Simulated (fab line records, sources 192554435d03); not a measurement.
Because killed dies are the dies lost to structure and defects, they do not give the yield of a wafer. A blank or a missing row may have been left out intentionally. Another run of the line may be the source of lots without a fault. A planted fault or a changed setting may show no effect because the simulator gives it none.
fab line records	flow n5_finfet
[record] lots = 11	wafers = 33	last_day = 17
route steps=1938 shown FIN_CUT@165 STI_FIN_REVEAL@191 PASSIVATION@1936
lots that met no fault: taken from a fault-free run of the same line
start_h: the number of hours between the record's first day and the start of the first shown wafer of the lot	wait_h: hours from the lot's prior step to this one	" identical to the entry in the row above	L1.1+2: several wafers, shown together as one row	- no value present, or no start provided	* or withheld: withheld	< > ~ a bound
route shown NAME@n: names a module that has steps shown in the file, with the first one's number in the route	usual: average and standard deviation across the fault-free wafers	same: alike in all rows	chamber/n: place in a boat	sites: the reading at each site	_std_site: standard deviation of those values	_edge_site: mean of outer sites minus mean of inner sites	radius_mm: how far each site lies from the wafer's centre	mask NAME#n: copy n	behind: the last tool/chamber to shape the wafer	hold: cause of the lot's hold/its duration in hours/its outcome	device: which transistor (n, p or np) failed to switch	end of line: tests of these same wafers at the route's end	a step given without rows: its recipe and nothing more	killed: the dies lost at the first sort to structure and to defects; this is not the yield of the wafer	map: the dies of a wafer, with x for killed, . for not killed, _ for no die there
set.NAME: setting as actually run; set.NAME@STEP: the setting as run at that earlier step	model.NAME: the simulator's own value behind a step, which no gauge read
a sample of lots followed through the steps of the route, with each step as a table and each wafer as a row
services: from which hour (start_h, from the record's first day; less than 0 if before it) a tool's chamber was out of use, for how many hours, and why
[[steps]]
[step N5_FIN_CUT_INSPECT_10]
[recipe] mode = adi	inspect_instrument = brightfield
[usual] raw_defect_count = 43/12
lot.wafer	tool	chamber	start_h	wait_h	raw_defect_count
L246.1	defect_inspect-02	-	33.34	0.1	35
L246.2	"	-	"	"	46
L246.3	"	-	"	"	54
L249.1	defect_inspect-02	-	51.37	0.1	76
L249.5	"	-	"	"	57
L249.6	"	-	"	"	54
L250.3	defect_inspect-02	-	58.69	0.0	50
L250.4	"	-	"	"	35
L250.5	"	-	"	"	39
L251.2	defect_inspect-01	-	64.17	0.0	22
L251.4	"	-	"	"	28
L251.6	"	-	"	"	47
L254.1	defect_inspect-02	-	80.44	0.1	34
L254.4	"	-	"	"	46
L254.5	"	-	"	"	42
L258.1	defect_inspect-01	-	109.98	0.1	41
L258.2	"	-	"	"	27
L258.3	"	-	"	"	66
L259.1	defect_inspect-01	-	113.18	0.1	35
L259.4	"	-	"	"	28
L259.5	"	-	"	"	40
L260.2	defect_inspect-01	-	117.44	0.0	52
L260.5	"	-	"	"	68
L260.6	"	-	"	"	43
L265.2	defect_inspect-02	-	146.83	0.0	43
L265.4	"	-	"	"	37
L265.6	"	-	"	"	36
L267.1	defect_inspect-02	-	159.10	0.1	31
L267.5	"	-	"	"	25
L267.6	"	-	"	"	35
L268.2	defect_inspect-01	-	165.14	0.0	36
L268.5	"	-	"	"	31
L268.6	"	-	"	"	48
[step N5_STI_FIN_REVEAL_STRIP_24]
[recipe] chemistry = N2/H2	time_s = 90	power_w = 100	temp_c = 40	pressure_mtorr = 100	rf_frequency_hz = 6e+07	bias_power_w = 3	n2_flow_sccm = 300	h2_flow_sccm = 300
[usual] drypump_motor_current_A = 5.55/0.3	oes_product_au = 0.79/0.086	rf_vpp_V = 45.2/0.81	showerhead_plenum_p_Torr = 3.35/0.088	throttle_valve_pct = 12.2/0.31
lot.wafer	tool	chamber	start_h	wait_h	drypump_motor_current_A	oes_product_au	rf_hours_counter_h	rf_vpp_V	showerhead_plenum_p_Torr	throttle_valve_pct
L246.1	rie_diel-03	1	41.28	0.0	5.24	0.86	66	44.9	3.25	11.8
L246.2	"	3	"	"	5.94	0.79	116	44.9	3.39	12.1
L246.3	"	0	"	"	5.10	0.73	189	46.5	3.50	12.1
L249.1	rie_diel-03	1	58.50	0.0	5.22	0.83	72	45.1	3.24	11.9
L249.5	"	1	"	"	5.25	0.84	-	44.8	3.25	11.9
L249.6	"	2	"	"	5.73	0.98	-	45.2	3.43	11.7
L250.3	rie_diel-02	1	65.54	0.0	5.23	0.80	89	44.5	3.28	12.4
L250.4	"	2	"	"	5.67	0.74	169	46.5	3.36	12.4
L250.5	"	0	"	"	5.68	0.75	-	44.5	3.28	12.6
L251.2	rie_diel-06	0	71.16	0.0	6.05	0.94	3	43.9	3.30	11.8
L251.4	"	3	"	"	5.93	0.70	-	44.7	3.22	12.3
L251.6	"	0	"	"	6.04	0.94	-	44.5	3.30	11.8
L254.1	rie_diel-03	0	87.19	0.0	5.09	0.71	204	44.6	3.49	12.2
L254.4	"	3	"	"	5.92	0.78	132	44.1	3.38	12.1
L254.5	"	1	"	"	5.25	0.83	-	46.4	3.24	11.9
L258.1	rie_diel-03	0	116.98	0.0	5.13	0.70	216	45.9	3.49	12.2
L258.2	"	1	"	"	5.21	0.82	92	47.1	3.24	11.9
L258.3	"	3	"	"	6.01	0.76	142	44.4	3.37	12.1
L259.1	rie_diel-02	0	120.14	0.0	5.70	0.73	190	44.8	3.27	12.7
L259.4	"	0	"	"	5.69	0.73	-	45.4	3.27	12.7
L259.5	"	2	"	"	5.70	0.73	-	45.1	3.35	12.5
L260.2	rie_diel-06	0	125.31	0.0	6.05	0.89	18	45.1	3.30	11.8
L260.5	"	1	"	"	5.43	0.92	-	44.2	3.46	11.9
L260.6	"	2	"	"	5.52	0.86	-	44.3	3.45	12.2
L265.2	rie_diel-02	2	154.02	0.0	5.71	0.72	206	45.1	3.34	12.5
L265.4	"	0	"	"	5.69	0.72	203	46.0	3.26	12.7
L265.6	"	2	"	"	5.71	0.72	-	44.5	3.34	12.5
L267.1	rie_diel-06	3	165.75	0.0	5.93	0.69	214	44.2	3.20	12.4
L267.5	"	1	"	"	5.44	0.90	-	44.4	3.45	11.9
L267.6	"	2	"	"	5.57	0.85	-	45.5	3.44	12.3
L268.2	rie_diel-06	1	172.37	0.0	5.42	0.89	35	45.1	3.45	12.0
L268.5	"	3	"	"	5.94	0.69	-	45.2	3.20	12.4
L268.6	"	2	"	"	5.56	0.85	-	45.5	3.44	12.3
[step N5_STI_FIN_REVEAL_ETCH_34]
[recipe] chemistry = H2	mode = isotropic	material = Si	target = Si	target_depth_a = 9.7	temp_c = 20	pressure_mtorr = 4.5	icp_w = 300	bias_w = 0	h2_flow_sccm = 7.5	he_flow_sccm = 142.5
[usual] bias_w = 0/0	chamber_pressure_mTorr = 4.500/0.0041	drypump_motor_current_A = 5.9/0.62	he_backside_leak_sccm = 2.8/0.33	he_flow_sccm = 142.5/0.38	oes_product_au = 0.999/0.016	rf_fwd_power_W = 296.5/1.5	throttle_valve_pct = 25.8/0.59
lot.wafer	tool	chamber	start_h	wait_h	bias_w	chamber_pressure_mTorr	drypump_motor_current_A	he_backside_leak_sccm	he_flow_sccm	oes_product_au	rf_fwd_power_W	rf_hours_counter_h	throttle_valve_pct
L246.1	rie_si-03	0	43.59	0.2	0	4.499	6.8	2.4	142.5	1.004	298.3	55	26.9
L246.2	"	1	"	"	0	4.509	6.5	3.0	142.2	1.016	297.9	143	26.1
L246.3	"	3	"	"	0	4.499	5.4	2.4	142.2	1.001	296.1	44	25.5
L249.1	rie_si-04	2	60.81	0.2	0	4.503	5.8	3.0	142.6	1.007	295.4	0	25.8
L249.5	"	0	"	"	0	4.499	6.6	2.9	142.3	0.985	297.8	-	25.3
L249.6	"	1	"	"	0	4.505	5.2	2.8	142.2	1.012	297.5	-	25.7
L250.3	rie_si-02	0	68.03	0.2	0	4.499	4.9	3.1	142.3	0.973	293.1	121	25.4
L250.4	"	2	"	"	0	4.503	6.6	3.5	142.2	0.999	294.7	163	26.3
L250.5	"	3	"	"	0	4.503	6.2	2.4	142.2	0.977	296.5	-	25.4
L251.2	rie_si-02	1	73.47	0.1	0	4.500	5.7	2.6	142.7	1.015	296.9	5	25.5
L251.4	"	0	"	"	0	4.499	4.9	3.9	142.3	0.971	292.6	121	25.4
L251.6	"	3	"	"	0	4.501	6.2	2.5	142.2	0.984	298.4	-	25.4
L254.1	rie_si-03	0	89.50	0.2	0	4.502	6.8	2.2	141.6	0.998	296.3	56	26.9
L254.4	"	2	"	"	0	4.494	5.3	2.8	142.8	0.991	298.5	143	24.7
L254.5	"	3	"	"	0	4.505	5.3	2.4	142.0	0.984	296.5	-	25.5
L258.1	rie_si-04	1	119.53	0.2	0	4.504	5.1	2.7	142.8	1.023	298.7	136	25.7
L258.2	"	2	"	"	0	4.500	5.8	3.0	143.0	1.012	296.0	2	25.8
L258.3	"	3	"	"	0	4.498	5.7	2.9	142.5	1.031	295.8	190	26.9
L259.1	rie_si-04	3	122.69	0.2	-	-	-	-	-	-	-	-	-
L259.4	"	2	"	"	-	-	-	-	-	-	-	-	-
L259.5	"	0	"	"	-	-	-	-	-	-	-	-	-
L260.2	rie_si-02	3	127.62	0.1	-	-	-	-	-	-	-	-	-
L260.5	"	3	"	"	-	-	-	-	-	-	-	-	-
L260.6	"	0	"	"	-	-	-	-	-	-	-	-	-
L265.2	rie_si-04	1	156.34	0.1	0	4.500	5.2	2.9	142.3	1.026	297.4	137	25.6
L265.4	"	3	"	"	0	4.500	5.7	2.9	142.6	1.014	295.7	191	26.9
L265.6	"	3	"	"	0	4.506	5.7	2.9	142.8	1.021	296.7	-	27.0
L267.1	rie_si-02	0	168.05	0.2	0	4.502	4.9	3.0	142.9	0.969	295.4	122	25.4
L267.5	"	1	"	"	0	4.502	5.7	2.8	143.3	1.018	296.0	-	25.5
L267.6	"	0	"	"	0	4.506	4.9	2.9	142.4	0.963	294.4	-	25.4
L268.2	rie_si-04	0	174.68	0.1	0	4.498	6.5	2.6	142.7	0.985	297.3	85	25.3
L268.5	"	2	"	"	0	4.499	5.9	3.3	142.4	1.005	296.1	-	25.8
L268.6	"	1	"	"	0	4.500	5.1	2.7	141.6	0.999	297.3	-	25.6
[step N5_STI_FIN_REVEAL_CD_MEAS_22]
[recipe] target_cd_nm = 6.238	pitch_nm = 28	polarity = line
[usual] cd_nm = 6.3/0.32
lot.wafer	tool	chamber	start_h	wait_h	cd_nm
L246.1	cd_sem-02	-	44.25	0.0	6.0
L246.2	"	-	"	"	6.2
L246.3	"	-	"	"	6.1
L249.1	cd_sem-01	-	61.38	0.0	6.5
L249.5	"	-	"	"	6.7
L249.6	"	-	"	"	5.8
L250.3	cd_sem-03	-	68.62	0.0	7.0
L250.4	"	-	"	"	5.9
L250.5	"	-	"	"	6.7
L251.2	cd_sem-01	-	74.05	0.0	6.0
L251.4	"	-	"	"	6.5
L251.6	"	-	"	"	6.0
L254.1	cd_sem-01	-	90.08	0.0	5.8
L254.4	"	-	"	"	5.8
L254.5	"	-	"	"	6.0
L258.1	cd_sem-03	-	120.15	0.0	6.4
L258.2	"	-	"	"	5.9
L258.3	"	-	"	"	6.6
L259.1	cd_sem-01	-	123.34	0.0	8.2
L259.4	"	-	"	"	8.4
L259.5	"	-	"	"	7.9
L260.2	cd_sem-01	-	128.41	0.0	7.9
L260.5	"	-	"	"	7.6
L260.6	"	-	"	"	7.8
L265.2	cd_sem-02	-	156.92	0.0	6.3
L265.4	"	-	"	"	6.4
L265.6	"	-	"	"	6.8
L267.1	cd_sem-03	-	168.63	0.0	6.6
L267.5	"	-	"	"	7.0
L267.6	"	-	"	"	6.1
L268.2	cd_sem-03	-	175.27	0.0	5.8
L268.5	"	-	"	"	5.8
L268.6	"	-	"	"	6.1
[step N5_STI_FIN_REVEAL_FIN_H_MEAS_10]
[usual] trench_depth_nm = 51.7/0.74
lot.wafer	tool	chamber	start_h	wait_h	trench_depth_nm
L246.1	ocd-02	-	44.28	0.0	52.3
L246.2	"	-	"	"	51.8
L246.3	"	-	"	"	52.5
L249.1	ocd-02	-	61.42	0.0	51.1
L249.5	"	-	"	"	51.3
L249.6	"	-	"	"	51.5
L250.3	ocd-02	-	68.65	0.0	51.9
L250.4	"	-	"	"	52.5
L250.5	"	-	"	"	50.7
L251.2	ocd-02	-	74.08	0.0	50.2
L251.4	"	-	"	"	50.9
L251.6	"	-	"	"	49.6
L254.1	ocd-02	-	90.11	0.0	52.3
L254.4	"	-	"	"	50.9
L254.5	"	-	"	"	51.3
L258.1	ocd-02	-	120.18	0.0	52.5
L258.2	"	-	"	"	51.6
L258.3	"	-	"	"	51.6
L259.1	ocd-01	-	123.37	0.0	50.9
L259.4	"	-	"	"	51.5
L259.5	"	-	"	"	52.3
L260.2	ocd-01	-	128.44	0.0	51.0
L260.5	"	-	"	"	52.0
L260.6	"	-	"	"	52.2
L265.2	ocd-02	-	156.96	0.0	51.7
L265.4	"	-	"	"	50.9
L265.6	"	-	"	"	52.7
L267.1	ocd-02	-	168.67	0.0	51.6
L267.5	"	-	"	"	52.5
L267.6	"	-	"	"	52.5
L268.2	ocd-01	-	175.30	0.0	52.7
L268.5	"	-	"	"	51.6
L268.6	"	-	"	"	52.9
[step N5_PASSIVATION_PROBE_49]
[usual] killed_at_M0_to_M3 = 34/8.9	killed_at_M4_up = 13/4.6	killed_at_contacts = 12/5.5	killed_at_front_end = 41/11	killed_at_other = 3.1/2.9	killed_dies = 102/16	killed_open = 66/11	killed_short = 34/7.6
[same] gross_dies = 1180	killed_at_back_side = 0
lot.wafer	tool	chamber	start_h	wait_h	killed_at_M0_to_M3	killed_at_M4_up	killed_at_contacts	killed_at_front_end	killed_at_other	killed_dies	killed_open	killed_short
L259.1	prober-01	-	354.29	0.0	27	9	15	47	9	107	69	37
L259.4	prober-01	-	354.44	0.2	24	10	15	33	5	87	57	29
L259.5	prober-01	-	354.49	0.2	26	11	8	34	1	80	51	25
L260.2	prober-02	-	358.13	0.1	32	13	15	55	6	121	75	45
L260.5	prober-02	-	358.28	0.2	33	15	8	49	7	112	72	39
L260.6	prober-02	-	358.33	0.3	26	9	4	36	15	90	65	23
// killed by level:class
L259.1 FIN_SAQP:geometric_particle:short=13 FIN_SAQP:geometric_particle:open=12 MOL_CONTACT_COAG:geometric_particle:open=11 STI_FIN_REVEAL:geometric_particle:open=8 BEOL_M0_SAQP:geometric_particle:open=6 BEOL_M3:geometric_particle:open=5 GATE_CUT:geometric_particle:short=4 MOL_CONTACT_COAG:geometric_particle:short=4
L259.4 MOL_CONTACT_COAG:geometric_particle:open=11 FIN_SAQP:geometric_particle:short=7 ILD0:geometric_particle:short=5 BEOL_M0:geometric_particle:open=5 BEOL_M2:geometric_particle:open=5 BEOL_M3:geometric_particle:open=5 FIN_SAQP:geometric_particle:open=4 STI_FIN_REVEAL:geometric_particle:open=4
L259.5 MOL_CONTACT_COAG:geometric_particle:open=8 BEOL_M1:geometric_particle:open=8 FIN_SAQP:geometric_particle:open=6 STI_FIN_REVEAL:geometric_particle:open=6 BEOL_M0_SAQP:geometric_particle:open=5 BEOL_M0_SAQP:geometric_particle:short=5 BEOL_M3:geometric_particle:open=5 FIN_SAQP:geometric_particle:short=4
L260.2 STI_FIN_REVEAL:geometric_particle:open=15 MOL_CONTACT_COAG:geometric_particle:open=12 BEOL_M0_SAQP:geometric_particle:open=11 DUMMY_GATE:geometric_particle:open=10 BEOL_M0_SAQP:geometric_particle:short=8 FIN_SAQP:geometric_particle:short=6 BEOL_M4:geometric_particle:open=6 STI_FIN_REVEAL:geometric_particle:short=5
L260.5 DUMMY_GATE:geometric_particle:open=11 STI_FIN_REVEAL:geometric_particle:open=9 BEOL_M0_SAQP:geometric_particle:short=8 BEOL_M3:geometric_particle:open=8 FIN_SAQP:geometric_particle:open=7 BEOL_M4:geometric_particle:open=7 GATE_CUT:geometric_particle:short=6 MOL_CONTACT_COAG:geometric_particle:open=5
L260.6 STI_FIN_REVEAL:geometric_particle:open=8 BEOL_M0_SAQP:geometric_particle:open=8 MIM_TOP_ETCH:geometric_particle:short=8 GATE_CUT:geometric_particle:open=7 DUMMY_GATE:geometric_particle:open=6 STARTING-WAFER:geometric_particle:open=5 BEOL_M2:geometric_particle:open=4 GATE_CUT:geometric_particle:short=4
[[services]]
tool	chamber	start_h	hours	kind
rie_diel-03	2	30.85	-	clean
rie_diel-03	2	30.85	-	consumable_replace:focus_ring
rie_diel-03	2	30.85	13.2	scheduled_down
rie_diel-03	2	30.85	13.2	vent_cycle
rie_diel-06	2	33.31	9.9	repair
rie_diel-06	0	44.90	-	clean
rie_diel-06	0	44.90	-	consumable_replace:focus_ring
rie_diel-06	0	44.90	20.5	scheduled_down
rie_diel-06	0	44.90	20.5	vent_cycle
rie_diel-03	-	61.54	5.7	repair
rie_diel-06	1	65.46	-	clean
rie_diel-06	1	65.46	-	consumable_replace:focus_ring
rie_diel-06	1	65.46	16.3	scheduled_down
rie_diel-06	1	65.46	16.3	vent_cycle
rie_diel-02	0	68.45	6.2	repair
rie_diel-02	-	91.15	2.8	pm
rie_diel-06	0	91.22	16.7	repair
rie_si-03	-	109.71	0.8	repair
rie_diel-02	1	112.26	2.7	repair
rie_diel-02	3	116.22	-	clean
rie_si-02	0	122.37	3.4	repair
rie_si-03	1	134.50	7.3	repair
rie_diel-06	3	143.16	8.3	repair
rie_diel-06	-	174.34	14.6	pm
[[key]]
[first_sign] step = N5_STI_FIN_REVEAL_ETCH_34	reading = tool_record	direction = missing
[effect] step = N5_STI_FIN_REVEAL_CD_MEAS_22	reading = cd_nm	direction = up	sigmas = 5.2	usual = 6.3	struck = 8.0
met_at N5_STI_FIN_REVEAL_ETCH_34
struck_lots L259,L260
tester_left_out L259,L260
not_acting_at N5_FIN_CUT_INSPECT_10,N5_STI_FIN_REVEAL_STRIP_24,N5_STI_FIN_REVEAL_FIN_H_MEAS_10
onset_between 119.53 122.69
[fault] kind = skipped_step_whole	tool = rie_si-02,rie_si-04	chamber = -	onset_h = 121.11	steps = N5_STI_FIN_REVEAL_ETCH_34	scope = struck_lots_only
// tester_left_out: of these lots the tester's yield and bins aren't shown, on N5 and GAA mostly nor the transistor test; their killed dies are dies lost to structure and defects alone, not to doping, threshold or leakage, so they don't give the yield
